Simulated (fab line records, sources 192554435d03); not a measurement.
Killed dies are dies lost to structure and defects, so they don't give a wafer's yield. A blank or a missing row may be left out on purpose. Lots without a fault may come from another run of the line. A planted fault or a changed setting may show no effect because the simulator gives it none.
A struck lot beside a sound one | flow n5_finfet | 16 steps out of a route of 1938
Sound: wafers L341.1, L341.3, L341.6. Struck: wafers L334.1, L334.5, L334.6. The cause comes at the end.
At each step with rows: each side's tool, then ch and its chambers, then its first start. Under that, the readings that differ: sound wafers | struck wafers | difference of the means | sigmas: that difference in standard deviations of wafers without a fault.
alike: readings whose means differ by less than 2 such deviations, and words and numbers that are the same on both sides. not compared: withheld readings, readings that some wafer has no value for, bounds like >300 that may hide the same value, and numbers for which the record gives no deviation and whose values overlap.
The two part at a step that has a row with sigmas, a row that says differs or no value, or rows on one side only. Numbers that don't overlap but have no deviation are shown without sigmas and don't part them. A reading that every wafer of one side lacks parts them only if that side has two wafers or more.

first, 3 steps without rows for these wafers: N5_HKMG_FIN_ETCH_32 (etches SOC in N2/H2, target depth 240 nm, time 300 s); N5_HKMG_FIN_STRIP_33 (strips in N2/H2); N5_HKMG_FIN_STRIP_34 (strips in CF4).
N5_HKMG_FIN_ETCH_35: etches SOC in N2/H2, target depth 215.8 nm, time 243.4 s.
  sound on rie_diel-01 ch 0,3, day 8 01:21; struck on rie_diel-05 ch 2,3, day 6 10:47
  alike: drypump_motor_current_A, oes_product_au, rf_vpp_V, showerhead_plenum_p_Torr, throttle_valve_pct
  not compared: rf_hours_counter_h
then, 2 steps without rows for these wafers: N5_HKMG_FIN_STRIP_92 (strips SOC in N2/H2, time 20 s); N5_HKMG_FIN_WET_ETCH_18 (etches TiN in SC1, time 55 s, target depth 5.2 nm, rinse time 30 s).
N5_HKMG_FIN_STRIP_19: strips in N2/H2, time 360 s.
  sound on plasma_asher-02 ch 0,1, day 8 01:38; struck on plasma_asher-01 ch 0,1, day 6 11:06
  alike: drypump_motor_current_A, h2_flow_sccm, heater_power_w
  not compared: rf_hours_counter_h
N5_HKMG_FIN_ALD_91: deposits TiN, target thk 1 nm, pulse time 1 s, purge time 3 s.
  sound on ald_metal-04 ch 1,2, day 8 02:02; struck on ald_metal-03 ch 0,3, day 6 11:29
  alike: heater_power_outer_w, heater_power_w, precursor_pulse_height_rel
then, 2 steps without rows for these wafers: N5_HKMG_FIN_COAT_85 (time 60 s, resist thk 300 nm); N5_HKMG_FIN_ETCH_86 (etches SOC in N2/H2, stops on TiN, target depth 393.2 nm).
N5_HKMG_FIN_STRIP_89: strips SOC in N2/H2, time 20 s.
  sound on rie_diel-04 ch 1,3, day 8 02:26; struck on rie_diel-04 ch 1,3, day 6 12:01
  alike: bias_power_w, chamber_pressure_mTorr, drypump_motor_current_A, oes_product_au, rf_vpp_V, showerhead_plenum_p_Torr, throttle_valve_pct
  not compared: rf_hours_counter_h
then, 1 step without rows for these wafers: N5_HKMG_FIN_WET_ETCH_87 (etches TiN in SC1, time 154.2 s, target depth 4.7 nm, rinse time 30 s).
N5_HKMG_FIN_STRIP_88: strips in N2/H2, time 360 s.
  sound on plasma_asher-01 ch 0,1, day 8 02:37; struck on plasma_asher-02 ch 0,1, day 6 12:12
  no value came back on the struck wafers for drypump_motor_current_A (A), h2_flow_sccm (sccm), heater_power_w (W); on the sound wafers drypump_motor_current_A (A) reads 5.26 5.50 5.26
  not compared: rf_hours_counter_h
N5_HKMG_FIN_NWFM_ALD_20: deposits TiAlC, target thk 2 nm, pulse time 3 s, purge time 2 s.
  sound on ald_metal-03 ch 0,3, day 8 03:00; struck on ald_metal-03 ch 0,1,2, day 6 12:35
  alike: heater_power_outer_w, heater_power_w, precursor_pulse_height_rel
N5_BEOL_M4_RC_MEAS_101:
  the record has rows for the sound wafers here (prober-01 ch 0, day 15 06:26) and none for the struck ones
-- the record jumps here: 11 days lie between the struck wafers' starts before and after (it left off in module BEOL_M4 and takes up again in module PASSIVATION, whose first step shown is number 1936 of the route) --
N5_PASSIVATION_PROBE_49:
  sound on prober-01, day 19 17:07; struck on prober-02, day 17 10:13
  reading                  | sound          | struck         | difference | sigmas
  defect_limited_yield (%) | 91.4 91.9 90.6 | 3.4 0.3 3.6    | -88.9      | -63
  killed_at_front_end      | 26 33 27       | 1075 1113 1072 | +1058      | +96
  killed_dies              | 102 95 111     | 1140 1176 1138 | +1049      | +62
  killed_on_rim            | 15 14 20       | 152 148 127    | +126       | +32
  sort_bin_5_function (%)  | 5.0 4.7 5.3    | 93.1 95.3 92.7 | +88.7      | +89
  sort_n_pass              | 1074 1083 1059 | 40 4 42        | -1043      | -55
  sort_yield_pct (%)       | 91.0 91.8 89.7 | 3.4 0.3 3.6    | -88.4      | -55
  alike: killed_at_M0_to_M3, killed_at_M4_up, killed_at_contacts, killed_at_other, killed_open, killed_short, sort_bin_4_leakage, sort_bin_6_memory, sort_bin_8_speed

WHERE THEY PART
First at N5_HKMG_FIN_STRIP_88; last, within this record, at N5_PASSIVATION_PROBE_49.

WHY: what the simulator had put in
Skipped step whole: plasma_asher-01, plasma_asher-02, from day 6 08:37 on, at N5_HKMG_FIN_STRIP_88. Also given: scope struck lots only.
